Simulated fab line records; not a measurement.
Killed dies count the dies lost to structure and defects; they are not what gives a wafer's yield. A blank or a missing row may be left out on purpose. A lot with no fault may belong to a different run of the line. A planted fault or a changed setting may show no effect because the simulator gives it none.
fab line records	flow nand-harc
[record] lots = 6	wafers = 18	last-day = 33
route steps=1302 shown P_M2@350 P_BONDPAD@351
lots with no fault: from the same line, run without faults
start-h: hours from the record's first day to the start of the lot's first wafer shown	wait-h: time in hours since the lot's previous step	" as in the row above	L1.1+2: one row covering several wafers at once	- no value, or no start given	* or withheld: withheld	< > ~ a bound
route shown NAME@n: a module of which the file shows steps, and the number in the route of the first	usual: mean/standard deviation of fault-free wafers	same: alike in all rows	chamber/n: place in a boat	sites: readings site by site	_std_site: standard deviation of those values	_edge_site: mean of outer sites minus mean of inner sites	radius-mm: for every site, how far away it sits from the centre of the wafer	mask NAME#n: copy n	behind: the last tool/chamber to shape the wafer	hold: reason for holding the lot/hours on hold/outcome of the hold	device: the transistor (n, p or np) that didn't switch	end of line: at the end of the route, the tests of the same wafers	step lacking rows: just its recipe	killed: not the wafer's yield, but the dies lost to structure and defects at the first sort	map: dies across one wafer; x = killed, . = not, _ = none there
set.NAME: the setting as run; set.NAME@STEP: as run at that earlier step	model.NAME: the simulator's own value behind a step, which no gauge read
certain route steps with their lots: each step a table, each wafer a row
services: the hour from which a tool's chamber was out of use, counted from the record's first day as start-h (under 0 if before that day), plus the number of hours and why
[[steps]]
[step NHARC_P_M2_DEP_33]
[recipe] target-thk-a = 300	temp-c = 370	target-thk-nm = 30	pressure-torr = 3	flow-sccm = 200	rf-w = 450	material = SiCN
[usual] heater-power-w = 558/96
lot.wafer	tool	chamber	start-h	wait-h	heater-power-w	since-wet-clean-h
L105.1	pecvd-01	2	195.74	0.1	543	53
L105.2	"	0	"	"	561	53
L105.4	"	1	"	"	445	-
L107.2	pecvd-01	2	217.83	0.1	629	75
L107.1	"	0	"	"	609	75
L107.3	"	1	"	"	424	75
L112.1	pecvd-03	1	263.41	0.1	652	65
L112.6	"	0	"	"	850	-
L112.5	"	1	"	"	666	-
L114.2	pecvd-01	0	278.67	0.1	677	136
L114.1	"	1	"	"	473	136
L114.4	"	2	"	"	586	-
L119.3	pecvd-01	1	334.31	0.1	439	10
L119.1	"	2	"	"	618	10
L119.6	"	0	"	"	572	-
L122.3	pecvd-01	2	369.79	0.1	523	46
L122.4	"	2	"	"	527	-
L122.6	"	1	"	"	344	-
[step NHARC_P_BONDPAD_DEP_00]
[recipe] target-thk-a = 2500	temp-c = 370	target-thk-nm = 250	pressure-torr = 3	flow-sccm = 200	rf-w = 450	material = SiCN
[usual] heater-power-w = 587/110
lot.wafer	tool	chamber	start-h	wait-h	heater-power-w	since-wet-clean-h
L105.2	pecvd-01	1	-	-	437	53
L105.1	"	2	"	"	589	53
L105.4	"	2	"	"	602	-
L107.3	pecvd-03	2	218.24	-	522	20
L107.1	"	0	"	"	823	20
L107.2	"	1	"	"	598	20
L112.1	pecvd-04	2	263.83	-	504	163
L112.6	"	0	"	"	546	-
L112.5	"	2	"	"	400	-
L114.1	pecvd-03	2	279.04	-	537	81
L114.2	"	1	"	"	611	81
L114.4	"	2	"	"	563	-
L119.1	pecvd-01	0	-	-	667	11
L119.3	"	1	"	"	389	11
L119.6	"	0	"	"	695	-
L122.3	pecvd-04	1	370.25	-	492	88
L122.6	"	1	"	"	511	-
L122.4	"	2	"	"	465	-
[step NHARC_P_BONDPAD_CMP_32]
[recipe] target-thk-nm = 200	material = SiCN
[usual] motor-current-A = 11.7/1.4
lot.wafer	tool	chamber	start-h	wait-h	motor-current-A
L105.2	cmp-02	3	196.49	-	13.1
L105.4	"	1	"	"	11.6
L105.1	"	2	"	"	11.2
L107.2	cmp-04	2	218.67	-	14.9
L107.1	"	3	"	"	12.0
L107.3	"	0	"	"	13.3
L112.1	cmp-01	0	264.19	-	10.1
L112.6	"	2	"	"	11.4
L112.5	"	3	"	"	10.5
L114.1	cmp-01	1	279.45	-	10.5
L114.4	"	3	"	"	10.8
L114.2	"	0	"	"	9.9
L119.1	cmp-02	0	335.11	-	13.0
L119.3	"	3	"	"	12.9
L119.6	"	1	"	"	12.5
L122.4	cmp-02	0	370.61	-	13.3
L122.3	"	1	"	"	12.1
L122.6	"	1	"	"	12.1
[step NHARC_P_BONDPAD_THK_MEAS_33]
[recipe] thk-meas-gauge = ellipsometry
[usual] thk-nm = 200.0/1.5
lot.wafer	tool	chamber	start-h	wait-h	thk-nm
L105.1	film-metro-01	-	196.74	0.1	199.5
L105.2	"	-	"	"	203.0
L105.4	"	-	"	"	199.6
L107.1	film-metro-02	-	218.89	0.2	198.8
L107.2	"	-	"	"	200.0
L107.3	"	-	"	"	198.4
L112.1	film-metro-01	-	264.39	0.2	201.0
L112.5	"	-	"	"	202.3
L112.6	"	-	"	"	201.2
L114.1	film-metro-02	-	279.70	0.2	199.3
L114.2	"	-	"	"	200.3
L114.4	"	-	"	"	199.0
L119.1	film-metro-02	-	335.36	0.2	201.2
L119.3	"	-	"	"	201.2
L119.6	"	-	"	"	199.9
L122.3	film-metro-02	-	370.86	0.2	197.8
L122.4	"	-	"	"	197.5
L122.6	"	-	"	"	201.0
[step NHARC_P_BONDPAD_SRD_34]
[step NHARC_P_BONDPAD_DEHYDRATE_01]
[recipe] temp-c = 150	time-s = 120
[step NHARC_P_BONDPAD_HMDS_02]
[recipe] time-s = 30
[step NHARC_P_BONDPAD_COAT_36]
[recipe] temp-c = 200	time-s = 65
[step NHARC_P_BONDPAD_COAT_03]
[recipe] spin-rpm = 2000	resist-thk-nm = 600
[step NHARC_P_BONDPAD_SOFTBAKE_04]
[recipe] temp-c = 125	time-s = 70
[step NHARC_P_BONDPAD_EBR_05]
[step NHARC_P_BONDPAD_EXPOSE_06]
[recipe] na = 0.55	dose-mj = 37.06	mask-id = P_BPAD
[step NHARC_P_BONDPAD_PEB_07]
[recipe] peb-temp-c = 128	peb-time-s = 80
[usual] chill-plate-temp-C = 23.01/0.1	exhaust-pa = 44.9/0.91	heater-power-total-W = 189.8/0.78	peb-time-s = 80/0
lot.wafer	tool	chamber	start-h	wait-h	chill-plate-temp-C	exhaust-pa	heater-power-total-W	peb-time-s
L105.1	litho-track-02	0	197.10	0.1	23.08	43.0	189.2	80
L105.2	"	0	"	"	23.02	44.3	189.5	80
L105.4	"	0	"	"	22.99	43.3	190.6	80
L107.1	litho-track-07	0	219.25	0.1	23.26	43.3	189.0	80
L107.2	"	0	"	"	23.24	44.2	189.3	80
L107.3	"	0	"	"	23.19	45.2	190.1	80
L112.1	litho-track-02	-	264.87	0.1	-	-	-	-
L112.5	"	-	"	"	-	-	-	-
L112.6	"	-	"	"	-	-	-	-
L114.1	litho-track-07	-	280.18	0.1	-	-	-	-
L114.2	"	-	"	"	-	-	-	-
L114.4	"	-	"	"	-	-	-	-
L119.1	litho-track-05	0	335.71	0.1	23.13	44.1	190.5	80
L119.3	"	0	"	"	23.02	44.5	189.6	80
L119.6	"	0	"	"	23.23	44.7	189.1	80
L122.3	litho-track-05	0	371.35	0.1	22.94	44.2	190.3	80
L122.4	"	0	"	"	23.05	44.5	190.0	80
L122.6	"	0	"	"	22.92	45.2	189.1	80
[step NHARC_P_BONDPAD_DEVELOP_08]
[recipe] time-s = 50	dev-temp-c = 22
[[services]]
tool	chamber	start-h	hours	kind
cmp-01	-	183.14	2.4	repair
pecvd-03	-	185.29	13.0	pm
cmp-01	-	185.65	4.0	pm
cmp-04	-	209.14	4.0	pm
cmp-04	-	213.58	0.6	repair
litho-track-02	-	227.00	7.0	pm
cmp-02	-	232.50	4.0	pm
cmp-01	-	237.47	2.4	repair
litho-track-07	-	251.00	7.0	pm
cmp-04	-	251.62	0.9	repair
pecvd-04	-	264.13	0.7	repair
pecvd-03	2	264.84	10.5	repair
pecvd-04	-	269.20	13.0	pm
cmp-01	-	283.78	4.0	pm
cmp-01	-	295.48	1.1	repair
litho-track-05	-	299.02	7.0	pm
cmp-04	-	307.14	4.0	pm
pecvd-01	-	311.21	13.0	pm
pecvd-01	0	311.21	13.0	vent-cycle
pecvd-01	1	311.21	13.0	vent-cycle
pecvd-01	2	311.21	13.0	vent-cycle
cmp-02	-	330.50	4.0	pm
cmp-02	-	342.08	2.0	repair
pecvd-03	-	366.29	13.0	pm
[[key]]
[first-sign] step = NHARC_P_BONDPAD_PEB_07	reading = tool-record	direction = missing
effect none on later readings
met-at NHARC_P_BONDPAD_PEB_07
struck-wafers L112.1,L112.5,L112.6,L114.1,L114.2,L114.4
later-rows-left-out L112.1,L112.5,L112.6,L114.1,L114.2,L114.4
sort-left-out L112.1,L112.5,L112.6,L114.1,L114.2,L114.4
onset-between 219.25 264.87
[fault] kind = skipped-step-whole	tool = litho-track-02,litho-track-07	chamber = -	onset-h = 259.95	steps = NHARC_P_BONDPAD_PEB_07	scope = struck-lots-only
// sort-left-out: the simulated sort isn't trusted on such a fault, so these wafers' sort isn't shown, and their yield isn't known
// later-rows-left-out: the simulator's readings of these wafers behind a module that went badly wrong aren't trusted and aren't shown, but for the sort
